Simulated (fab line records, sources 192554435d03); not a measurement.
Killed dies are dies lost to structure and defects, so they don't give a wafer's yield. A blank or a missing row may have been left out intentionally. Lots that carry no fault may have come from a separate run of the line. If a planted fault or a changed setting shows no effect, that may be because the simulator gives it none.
Split-lot trial    flow n5_finfet    7 lots, 16 wafers read, on a route of 1938 steps

THE SPLIT
At N5_MOL_CONTACT_COAG_CMP_23 (polishes, stops on SiO2, t overpolish 1.5 s, target thk 0 nm), the setting down_force_psi was moved away from the recipe's 2 psi on 5 of the 16 wafers read, by -22.5% to +16.3%. This setting was run at the recipe's value on the other wafers.

FROM THE SPLIT TO THE READING: what the file shows between them, 2 steps
- N5_MOL_CONTACT_COAG_WET_ETCH_116: etches the open film in SC1-inhibited, target depth 4.6 nm, rinse time 30 s
- N5_MOL_CONTACT_COAG_ALD_27: deposits SiOC, target thk 17 nm, pulse time 1.5 s, time 2720 s

THE READING
SiNx_of_GATE_CUT_SAC_CAP_01.thk_nm (the simulator's own value, which no gauge read), in nm, at N5_MOL_CONTACT_COAG_CMP_28 (polishes, stops on SiNx, t overpolish 0.85 s, target thk 14.522 nm). The file gives no usual value for it. The 11 wafers here that ran the recipe average 18.0 nm, standard deviation 0.057 nm.

wafer   tool, chamber at the split  down_force_psi as run, psi  against the recipe  SiNx_of_GATE_CUT_SAC_CAP_01.thk_nm, nm  against lot-mates on the recipe
L075.3  cmp-02, 1,2,2               2                           recipe              17.8                                    -
L075.1  cmp-02, 1,2,2               2                           recipe              18                                      -
L075.5  cmp-02, 1,2,2               2                           recipe              18                                      -
L078.4  cmp-02, 1,2,1               2                           recipe              18                                      -
L078.3  cmp-02, 1,2,1               2                           recipe              18                                      -
L078.6  cmp-02, 1,2,1               2                           recipe              18                                      -
L082.1  cmp-02, 0,2                 1.555                       -22.3%              18.4                                    +0.4
L082.3  cmp-02, 0,2                 1.555                       -22.3%              18.4                                    +0.4
L082.5  cmp-02, 0                   2                           recipe              18                                      -
L083.4  cmp-02, 0,1,2               2                           recipe              18                                      -
L083.5  cmp-02, 0,1,2               2                           recipe              18                                      -
L083.6  cmp-02, 0,1,2               2                           recipe              18                                      -
L084.1  cmp-04, 2                   2.265                       +13.3%              17.6                                    no lot-mate on the recipe
L087.2  cmp-04, 2,3                 2                           recipe              18                                      -
L087.1  cmp-04, 0                   2.327                       +16.3%              17.6                                    -0.4
L093.1  cmp-04, 2,0                 1.551                       -22.5%              18.4                                    no lot-mate on the recipe
Where a row lists several chambers, the file gives one row for several wafers and doesn't say which wafer went through which chamber.

THE FIT
A straight line over all 16 wafers: SiNx_of_GATE_CUT_SAC_CAP_01.thk_nm changes by -0.0206 nm for each +1% of down_force_psi; r = -0.97; the points scatter about the line by 0.06 nm.
The same after taking each lot's own level away (the mean of its wafers on the recipe; 14 wafers): -0.0196 nm for each +1%; r = -0.97; scatter 0.053 nm.
That fit puts the effect of the largest move of down_force_psi on the reading at 0.44 nm.
The span of the lots' own levels, 17.93 to 18.00 nm, comes to 1.2 times the standard deviation stated above.
So the lot-to-lot level changes the slope little: the two slopes agree.
Check: for one of the wafers moved furthest among these (-22.3%), held out of the fit, the line's prediction against its lot-mates is +0.443 nm. It came out at +0.4 nm against them.

OTHER SPLITS ON THESE WAFERS
Other splits were also applied to these wafers ahead of the reading. Each is held against what the fit with the lots' levels taken away leaves over:
other split on the same wafers     wafers away from the commonest value  r with SiNx_of_GATE_CUT_SAC_CAP_01.thk_nm (lot level and that fit taken away)
N5_WELL_APT_COAT_19 spin_rpm       7                                     +0.37
N5_WELL_APT_PEB_23 peb_time_s      7                                     +0.11
N5_FIN_SAQP_SPACER1_ALD_24 temp_c  5                                     +0.35
N5_DUMMY_GATE_ETCH_42 bias_w       7                                     -0.08
N5_SPACER0_ALD_00 ald_cycles       9                                     +0.03
N5_SD_EPI_P_COAT_03 spin_rpm       5                                     +0.05
N5_ILD0_CMP_03 down_force_psi      8                                     -0.26
N5_HKMG_FIN_ETCH_55 bias_w         4                                     +0.18

THE FILE'S OWN FIT
SiNx_of_GATE_CUT_SAC_CAP_01.thk_nm changes by -0.0198 nm for each +1% of down_force_psi, r = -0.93.
